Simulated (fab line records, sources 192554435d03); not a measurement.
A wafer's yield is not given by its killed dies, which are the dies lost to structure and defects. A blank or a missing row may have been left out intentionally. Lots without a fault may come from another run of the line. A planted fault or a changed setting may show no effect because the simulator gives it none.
Chamber matching || flow n5 finfet || N5_BEOL_M0_CUTY_ETCH_63 on rie diel-05: 4 sister chambers
The step etches SOC in N2/H2, target depth 82.7 nm, overetch 16.5 nm, time 124 s. 8 wafers are shown with their chamber, then 7 later ones without.

== WAFERS, EACH WITH ITS CHAMBER ==
{"wafer": "L080.5", "chamber": 3, "showerhead plenum p Torr (Torr)": 2.63, "throttle valve pct (%)": 18.07}
{"wafer": "L081.5", "chamber": 2, "showerhead plenum p Torr (Torr)": 2.48, "throttle valve pct (%)": 17.80}
{"wafer": "L081.6", "chamber": 3, "showerhead plenum p Torr (Torr)": 2.63, "throttle valve pct (%)": 18.08}
{"wafer": "L083.4", "chamber": 0, "showerhead plenum p Torr (Torr)": 2.59, "throttle valve pct (%)": 17.59}
{"wafer": "L083.5", "chamber": 1, "showerhead plenum p Torr (Torr)": 2.47, "throttle valve pct (%)": 17.80}
{"wafer": "L083.6", "chamber": 0, "showerhead plenum p Torr (Torr)": 2.59, "throttle valve pct (%)": 17.59}
{"wafer": "L089.4", "chamber": 1, "showerhead plenum p Torr (Torr)": 2.46, "throttle valve pct (%)": 17.83}
{"wafer": "L089.5", "chamber": 2, "showerhead plenum p Torr (Torr)": 2.47, "throttle valve pct (%)": 17.83}

== WAFERS WITHOUT THEIR CHAMBER ==
{"wafer": "L089.6", "showerhead plenum p Torr (Torr)": 2.58, "throttle valve pct (%)": 17.59}
{"wafer": "L093.1", "showerhead plenum p Torr (Torr)": 2.46, "throttle valve pct (%)": 17.85}
{"wafer": "L093.4", "showerhead plenum p Torr (Torr)": 2.47, "throttle valve pct (%)": 17.86}
{"wafer": "L093.6", "showerhead plenum p Torr (Torr)": 2.46, "throttle valve pct (%)": 17.86}
{"wafer": "L096.3", "showerhead plenum p Torr (Torr)": 2.57, "throttle valve pct (%)": 17.64}
{"wafer": "L096.4", "showerhead plenum p Torr (Torr)": 2.62, "throttle valve pct (%)": 17.75}
{"wafer": "L096.6", "showerhead plenum p Torr (Torr)": 2.46, "throttle valve pct (%)": 17.87}

== EACH ONE'S CHAMBER ==
{"wafer": "L089.6", "from the rows above": 0, "in truth": 0}
{"wafer": "L093.1", "from the rows above": "can't be placed: 1 or 2", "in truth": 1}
{"wafer": "L093.4", "from the rows above": "can't be placed: 2 or 1", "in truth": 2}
{"wafer": "L093.6", "from the rows above": "can't be placed: 1 or 2", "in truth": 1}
{"wafer": "L096.3", "from the rows above": 0, "in truth": 0}
{"wafer": "L096.4", "from the rows above": 0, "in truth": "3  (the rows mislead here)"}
{"wafer": "L096.6", "from the rows above": "can't be placed: 1 or 2", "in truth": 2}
Correctly placed: 2 of 7. These rows do not allow placing 4 (true chamber among the candidates in 4). 1 placed wrongly.
How it was worked out, from the rows above alone: a wafer's distance from a chamber is the root of the sum, over the readings, of the square of ((its reading less the chamber's mean) divided by the reading's scatter). If the next closest chamber is less than 2 further off than the closest, the wafer can't be placed; otherwise it belongs to the closest. For every chamber, the mean is computed from those of its wafers that are shown. The scatter is the square root of a quotient: the sum, over the shown wafers, of each reading's squared deviation from its chamber's mean, divided by wafers minus chambers.
